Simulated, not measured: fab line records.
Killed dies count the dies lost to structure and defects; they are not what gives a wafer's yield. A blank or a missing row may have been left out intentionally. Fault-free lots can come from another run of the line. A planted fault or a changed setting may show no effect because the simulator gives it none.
fab line records | flow nand-harc | part 2 of 2: steps 5 to 6 of 6
record lots=24 wafers=72 last-day=33
route steps=1302 shown A_STAIRCASE@681
lots untouched by any fault: they come from a run of this same line in which no faults occurred
start-h: hours from the record's first day to the start of the lot's first wafer shown | wait-h: hours from the lot's prior step to this one | " identical to the entry in the row above | L1.1+2: several wafers, shown together as one row | - no value, or no start given | * or withheld: withheld | < > ~ a bound
route shown NAME@n: a module of which the file shows steps, and the number in the route of the first | usual: mean/standard deviation of fault-free wafers | same: alike in all rows | chamber/n: place in a boat | sites: readings site by site | _std_site: the values' standard deviation | _edge_site: mean of outer sites minus mean of inner sites | radius-mm: for every site, how far away it sits from the centre of the wafer | mask NAME#n: copy n | behind: the most recent tool/chamber to have shaped the wafer | hold: why the lot was held/for how many hours/how that ended | device: which transistor (n, p or np) failed to switch | end of line: tests run on the same wafers once the route is complete | a step without rows: its recipe alone | killed: count of dies lost to structure and defects at first sort (not the wafer's yield) | map: dies across one wafer; x = killed, . = not, _ = none there
set.NAME: setting as actually run; set.NAME@STEP: the setting as run at that earlier step | model.NAME: the simulator's own value behind a step, which no gauge read
route steps across a sampled set of lots; one table per step, one row per wafer
services: the hour from which a tool's chamber was out of use, counted from the record's first day as start-h (under 0 if before that day), plus the number of hours and why
## steps
# step NHARC_A_STAIRCASE_DEP_280
# recipe target-thk-a=300 target-thk-nm=30 temp-c=400 pressure-torr=3.5 flow-sccm=200 rf-w=350 material=SiON
# usual heater-power-w=733/120
# columns lot.wafer tool chamber start-h wait-h heater-power-w
L074.3 pecvd-04 2 384.22 1.0 907
L074.4 " 1 " " 563
L074.5 " 2 " " 880
L075.3 pecvd-02 1 388.80 1.0 676
L075.4 " 1 " " 674
L075.6 " 2 " " 856
L076.1 pecvd-01 1 403.00 1.6 736
L076.2 " 2 " " 753
L076.5 " 1 " " 746
L078.1 pecvd-01 1 411.95 1.6 761
L078.3 " 2 " " 714
L078.6 " 2 " " 708
L077.2 pecvd-01 2 414.05 1.2 697
L077.3 " 0 " " 904
L077.4 " 2 " " 711
L079.1 pecvd-01 1 432.45 1.6 743
L079.3 " 2 " " 681
L079.4 " 0 " " 761
L080.2 pecvd-01 1 441.22 1.3 728
L080.1 " 2 " " 759
L080.4 " 0 " " 928
L081.3 pecvd-01 0 448.94 0.9 782
L081.2 " 1 " " 649
L081.6 " 2 " " 635
L083.3 pecvd-02 0 460.08 1.0 788
L083.4 " 0 " " 806
L083.6 " 1 " " 651
L082.2 pecvd-04 1 465.09 1.3 553
L082.3 " 0 " " 614
L082.5 " 1 " " 568
L084.2 pecvd-01 0 480.75 1.3 902
L084.3 " 1 " " 728
L084.5 " 2 " " 648
L085.2 pecvd-04 0 488.49 1.3 595
L085.5 " 1 " " 522
L085.6 " 2 " " 913
L086.2 pecvd-04 1 498.53 1.2 602
L086.1 " 0 " " 567
L086.6 " 1 " " 621
L087.1 pecvd-02 1 500.36 1.5 611
L087.5 " 1 " " 601
L087.4 " 2 " " 763
L089.6 pecvd-04 0 518.53 0.1 555
L089.4 " 1 " " 601
L089.5 " 2 " " 851
L088.3 pecvd-02 2 526.00 0.9 821
L088.2 " 0 " " 777
L088.6 " 0 " " 759
L091.1 pecvd-01 2 542.63 1.5 678
L091.6 " 2 " " 679
L091.5 " 1 " " 719
L090.3 pecvd-04 1 544.09 1.0 573
L090.1 " 2 " " 780
L090.5 " 0 " " 577
L092.2 pecvd-01 2 566.48 1.4 756
L092.5 " 0 " " 791
L092.6 " 2 " " 734
L093.1 pecvd-04 0 568.59 1.6 573
L093.2 " 1 " " 532
L093.5 " 0 " " 562
L094.2 pecvd-01 1 591.45 1.3 710
L094.6 " 2 " " 699
L094.5 " 1 " " 703
L095.2 pecvd-01 2 592.31 1.2 653
L095.1 " 1 " " 747
L095.4 " 0 " " 907
L096.2 pecvd-04 1 600.16 1.3 613
L096.6 " 1 " " 638
L096.4 " 0 " " 695
L097.3 pecvd-04 1 600.76 0.9 603
L097.4 " 1 " " 607
L097.5 " 0 " " 640
# step NHARC_A_STAIRCASE_ETCH_313
# recipe cf4-flow-sccm=100 chf3-flow-sccm=30 ar-flow-sccm=0 rf-w=500 bias-w=200 chemistry=CF4/CHF3
# usual drypump-motor-current-A=5.7/0.43 oes-product-au=0.937/0.017 rf-vpp-V=371.5/2.6 showerhead-plenum-p-Torr=1.60/0.073 throttle-valve-pct=16.803/0.0094
# columns lot.wafer tool chamber start-h wait-h drypump-motor-current-A oes-product-au rf-hours-counter-h rf-vpp-V showerhead-plenum-p-Torr throttle-valve-pct
L074.3 rie-diel-10 0 390.77 0.1 5.5 0.930 42 374.2 1.69 16.796
L074.4 " 3 " " 5.9 0.930 44 372.8 1.62 16.799
L074.5 " 0 " " 5.5 0.937 - 375.4 1.69 16.803
L075.3 rie-diel-10 0 398.08 0.8 5.4 0.941 49 374.7 1.69 16.804
L075.4 " 2 " " 5.4 0.931 43 366.2 1.46 16.798
L075.6 " 1 " " 5.7 0.943 - 372.4 1.58 16.808
L076.1 rie-diel-10 0 410.02 0.2 5.4 0.925 51 374.1 1.69 16.799
L076.2 " 1 " " 5.7 0.946 62 370.8 1.58 16.803
L076.5 " 3 " " 5.9 0.926 - 370.9 1.62 16.821
L078.1 rie-diel-02 2 418.15 0.1 6.1 0.973 9 366.8 1.49 16.807
L078.3 " 3 " " 5.5 0.959 9 374.7 1.68 16.784
L078.6 " 3 " " 5.6 0.955 - 374.5 1.68 16.823
L077.2 rie-diel-10 0 421.18 0.1 5.4 0.929 55 375.0 1.69 16.794
L077.3 " 2 " " 5.4 0.933 51 366.7 1.46 16.810
L077.4 " 2 " " 5.4 0.927 - 365.6 1.46 16.793
L079.1 rie-diel-01 2 442.92 0.1 5.9 0.938 17 374.1 1.68 16.802
L079.3 " 3 " " 5.6 0.931 17 373.7 1.67 16.803
L079.4 " 0 " " 4.7 0.931 17 371.9 1.57 16.815
L080.1 rie-diel-02 2 447.99 0.1 6.1 0.932 16 367.5 1.49 16.802
L080.4 " 0 " " 6.1 0.947 13 369.0 1.53 16.813
L080.2 " 1 " " 6.2 0.943 13 369.6 1.58 16.809
L081.2 rie-diel-01 0 455.54 0.1 4.7 0.934 22 368.8 1.57 16.791
L081.3 " 2 " " 5.9 0.923 23 374.4 1.68 16.803
L081.6 " 0 " " 4.7 0.945 - 370.7 1.57 16.810
L083.3 rie-diel-10 3 468.25 0.3 5.9 0.916 11 373.4 1.62 16.803
L083.4 " 3 " " 6.0 0.939 - 371.7 1.62 16.798
L083.6 " 0 " " 5.4 0.931 - 374.7 1.68 16.800
L082.3 rie-diel-01 2 472.13 0.1 5.9 0.915 30 375.2 1.68 16.805
L082.2 " 1 " " 6.1 0.924 29 370.1 1.54 16.807
L082.5 " 3 " " 5.7 0.921 - 374.5 1.67 16.804
L084.2 rie-diel-01 1 487.27 0.1 6.1 0.929 32 369.3 1.54 16.813
L084.3 " 2 " " 5.9 0.920 34 373.8 1.68 16.816
L084.5 " 0 " " 4.8 0.938 - 371.4 1.57 16.811
L085.2 rie-diel-01 3 494.71 0.2 5.6 0.918 39 373.9 1.67 16.817
L085.6 " 0 " " 4.7 0.938 - 370.9 1.57 16.794
L085.5 " 1 " " 6.1 0.911 - 370.5 1.54 16.811
L086.1 rie-diel-01 2 504.91 0.1 5.8 0.921 41 373.6 1.67 16.816
L086.2 " 1 " " 6.1 0.924 37 370.4 1.54 16.806
L086.6 " 3 " " 5.6 0.927 - 373.4 1.66 16.807
L087.4 rie-diel-10 3 506.90 0.1 5.9 0.931 23 371.4 1.62 16.800
L087.1 " 0 " " 5.4 0.929 24 372.8 1.68 16.804
L087.5 " 3 " " 5.9 0.917 - 373.4 1.62 16.796
L089.4 rie-diel-02 2 527.32 0.2 6.1 0.930 40 368.1 1.48 16.802
L089.6 " 3 " " 5.5 0.920 - 374.0 1.68 16.790
L089.5 " 0 " " 6.1 0.938 - 369.8 1.52 16.801
L088.3 rie-diel-02 0 532.03 0.1 6.1 0.929 40 369.3 1.52 16.790
L088.2 " 1 " " 6.2 0.937 42 370.0 1.57 16.798
L088.6 " 3 " " 5.5 0.911 - 375.2 1.68 16.809
L091.1 rie-diel-02 0 548.87 0.1 6.1 0.973 46 369.9 1.52 16.795
L091.5 " 3 " " 5.5 0.929 - 374.0 1.67 16.814
L091.6 " 0 " " 6.1 0.975 - 368.0 1.52 16.823
L090.3 rie-diel-01 1 554.88 0.1 6.1 0.930 53 369.2 1.54 16.822
L090.1 " 3 " " 5.6 0.931 61 373.4 1.66 16.805
L090.5 " 1 " " 6.1 0.927 - 371.0 1.54 16.807
L092.2 rie-diel-10 0 576.33 0.1 5.4 0.939 47 375.5 1.67 16.799
L092.6 " 0 " " 5.4 0.944 - 373.6 1.67 16.810
L092.5 " 1 " " 5.7 0.949 - 370.9 1.57 16.808
L093.1 rie-diel-01 0 577.43 0.1 4.7 0.959 4 371.1 1.56 16.811
L093.2 " 1 " " 6.1 0.953 4 369.6 1.54 16.810
L093.5 " 0 " " 4.7 0.954 - 370.7 1.56 16.786
L094.2 rie-diel-01 0 597.45 0.1 4.7 0.926 12 369.8 1.56 16.813
L094.5 " 0 " " 4.7 0.931 - 370.9 1.56 16.805
L094.6 " 1 " " 6.1 0.940 - 370.7 1.53 16.803
L095.2 rie-diel-02 3 599.35 0.1 5.5 0.956 6 373.5 1.67 16.802
L095.1 " 0 " " 6.1 0.984 5 369.2 1.52 16.794
L095.4 " 1 " " 6.2 0.991 7 372.0 1.56 16.795
L096.4 rie-diel-02 3 606.80 0.1 5.6 0.917 8 372.9 1.67 16.799
L096.2 " 0 " " 6.1 0.934 8 369.6 1.52 16.795
L096.6 " 3 " " 5.5 0.911 - 374.6 1.67 16.796
L097.4 rie-diel-01 1 607.18 0.2 6.1 0.938 15 369.2 1.53 16.809
L097.3 " 2 " " 5.8 0.924 17 372.9 1.66 16.806
L097.5 " 1 " " 6.1 0.940 - 369.7 1.53 16.803
## services
# columns tool chamber start-h hours kind
plasma-asher-01 - 344.60 9.0 pm
rie-diel-01 1 349.19 1.7 repair
rie-diel-10 - 351.67 2.7 repair
rie-diel-10 0 368.82 15.9 repair
rie-diel-01 - 380.96 9.0 pm
rie-diel-02 - 393.71 9.0 pm
rie-diel-10 0 405.13 4.4 repair
rie-diel-10 - 422.96 9.0 pm
plasma-asher-02 - 426.87 9.0 pm
rie-diel-01 0 429.08 2.5 repair
rie-diel-10 1 463.91 12.3 repair
pecvd-01 - 492.94 13.0 pm
rie-diel-10 0 498.78 5.2 repair
rie-diel-02 0 511.33 1.3 repair
pecvd-01 2 515.13 5.5 repair
plasma-asher-01 - 521.60 9.0 pm
rie-diel-10 0 539.17 2.1 repair
rie-diel-02 1 551.20 4.7 repair
rie-diel-01 - 557.96 9.0 pm
rie-diel-02 - 570.74 9.0 pm
plasma-asher-01 - 580.76 1.7 repair
rie-diel-10 0 593.91 3.1 repair
rie-diel-10 - 599.96 9.0 pm
plasma-asher-02 - 603.89 9.0 pm
